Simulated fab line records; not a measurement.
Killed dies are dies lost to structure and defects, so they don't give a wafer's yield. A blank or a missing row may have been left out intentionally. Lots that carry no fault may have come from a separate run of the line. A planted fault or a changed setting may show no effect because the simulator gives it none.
8D (eight disciplines) problem report, filled in by code :: flow n5Finfet :: the parts of the form that need people (team, actions taken, sign-off) are left out

== 1. WHAT WENT WRONG ==
Wafers free of any fault read 81.0 nm (standard deviation 1.9) for M6_THK at N5_BEOL_M6_THK_MEAS_53, against a mean of 196.0 nm on 3 wafers of 3 lots. Measured from the usual mean, that is +61 standard deviations.
The step: measures by xrf.
First observed at day 12 08:18: wafer L757.3, on filmMetro-01. Wafers with a number at this step in the record: 24, from 9 lots. Rule for "out" (also "out of limits"): further than 4 standard deviations from the usual mean. Any other wafer with a number is counted as sound.

== 2. WHAT IT IS, WHAT IT ISN'T ==
question: which readings at this step
is: M6_THK
is not: -

question: which lots
is: L757, L758, L759
is not: L749, L752, L762, L763, L765, L767

question: which wafers of those lots
is: L757.3, L758.3, L759.5
is not: L757.2, L758.1, L759.1

question: read on which gauges
is: filmMetro-01, filmMetro-02
is not: -

question: when
is: from day 12 08:18
is not: up to then (7 sound wafers); but 14 sound wafers of L758, L759, L762, L763, L765, L767 came after

== 3. THE SUSPECTS, EACH WITH WHAT RULES IT OUT ==
Counting: if a tool at a process step up to the reading ran every lot that is out, it stays a suspect. Sound lots after the first of them don't rule it out here, since some wafers of a struck lot are sound.
- the gauge at N5_BEOL_M6_THK_MEAS_53 has been ruled out. The wafers that are out were read on 2 gauges (filmMetro-01, filmMetro-02).
- uvCure-03 at N5_BEOL_M6_CURE_75 (cures SiCOH lowk, time 120 s): kept. It processed each lot that is out (first: L757, day 12 04:52); up to then, its last sound lot is L749 (day 9 14:07).
- cmp-02 at N5_BEOL_M6_CMP_52 (polishes, stops on SiCOH lowk, t overpolish 6.9 s, target thk 80 nm): kept. It processed each lot that is out (first: L757, day 12 08:02); up to then, its last sound lot is L752 (day 10 14:52). On those wafers its own readings are out: barrierFieldEndpointS, overpolishRunS, timeToEndpointS.
- Within cmp-02 at N5_BEOL_M6_CMP_52: the wafers that are out ran in chambers 1, 3; their sound lot-mates ran in chambers 0, 2.
Left after counting: uvCure-03 at N5_BEOL_M6_CURE_75, cmp-02 at N5_BEOL_M6_CMP_52.

== 4. THE CAUSE (what the simulator had put in) ==
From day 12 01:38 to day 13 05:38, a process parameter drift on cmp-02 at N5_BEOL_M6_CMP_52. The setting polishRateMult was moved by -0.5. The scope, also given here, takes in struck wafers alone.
Of the 2 suspects that counting leaves, this tool is one.

== 5. THE CHAIN OF EFFECTS, in route order ==
Rows list readings where the struck wafers' mean (over those with a number) sits beyond 3 standard deviations from the usual. Scope: only readings with a usual standard deviation given in the record; hours: median across lots of the time from each lot's start at the first step in this table that gives one to its start at this step; sigmas: change in usual standard deviations.
hours: 0
step: N5_BEOL_M6_CMP_52
reading: barrierFieldEndpointS
usual: 28.9 s
on struck wafers: 46.7
change: +17.8
sigmas: +21

hours: 0
step: N5_BEOL_M6_CMP_52
reading: overpolishRunS
usual: 6.900 s
on struck wafers: 0.041
change: -6.859
sigmas: -99 or more

hours: 0
step: N5_BEOL_M6_CMP_52
reading: timeToEndpointS
usual: 63 s
on struck wafers: 81
change: +18
sigmas: +5.2

hours: 0
step: N5_BEOL_M6_THK_MEAS_53
reading: M6_THK
usual: 81.0 nm
on struck wafers: 196.0
change: +115.0
sigmas: +61

hours: 0
step: N5_BEOL_M6_INSPECT_58
reading: rawDefectCount
usual: 72
on struck wafers: 1403
change: +1331
sigmas: +61

hours: 80
step: N5_PASSIVATION_PROBE_49
reading: defectLimitedYield
usual: 91.0 %
on struck wafers: 0.0
change: -91.0
sigmas: -61

hours: 80
step: N5_PASSIVATION_PROBE_49
reading: killed_at_M4_up
usual: 14
on struck wafers: 1087
change: +1073
sigmas: +99 or more

hours: 80
step: N5_PASSIVATION_PROBE_49
reading: killedDies
usual: 106
on struck wafers: 1180
change: +1074
sigmas: +63

hours: 80
step: N5_PASSIVATION_PROBE_49
reading: killedOnRim
usual: 14
on struck wafers: 152
change: +138
sigmas: +32

hours: 80
step: N5_PASSIVATION_PROBE_49
reading: sortNPass
usual: 1074
on struck wafers: 0
change: -1074
sigmas: -63

hours: 80
step: N5_PASSIVATION_PROBE_49
reading: sortYieldPct
usual: 91.0 %
on struck wafers: 0.0
change: -91.0
sigmas: -61
It contains these process steps:
- N5_BEOL_M6_CMP_52: polishes, stops on SiCOH lowk, t overpolish 6.9 s, target thk 80 nm.
- N5_PASSIVATION_PROBE_49

== 6. HOW IT WOULD HAVE BEEN CAUGHT EARLIER ==
The first out-of-limits reading at a measuring or inspecting step in this record came at day 12 08:18, 7 hours after the fault's start at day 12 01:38.
At N5_BEOL_M6_CMP_52, the tool's own readings (barrierFieldEndpointS, overpolishRunS, timeToEndpointS) were out on each struck wafer the step has a row for, so an alarm limit on them would have fired on the first such wafer.
Lots out: 3; of these, L758, L759 started N5_BEOL_M6_CMP_52 on cmp-02 after day 12 08:18. A hold on the tool at that time would have spared those 2.
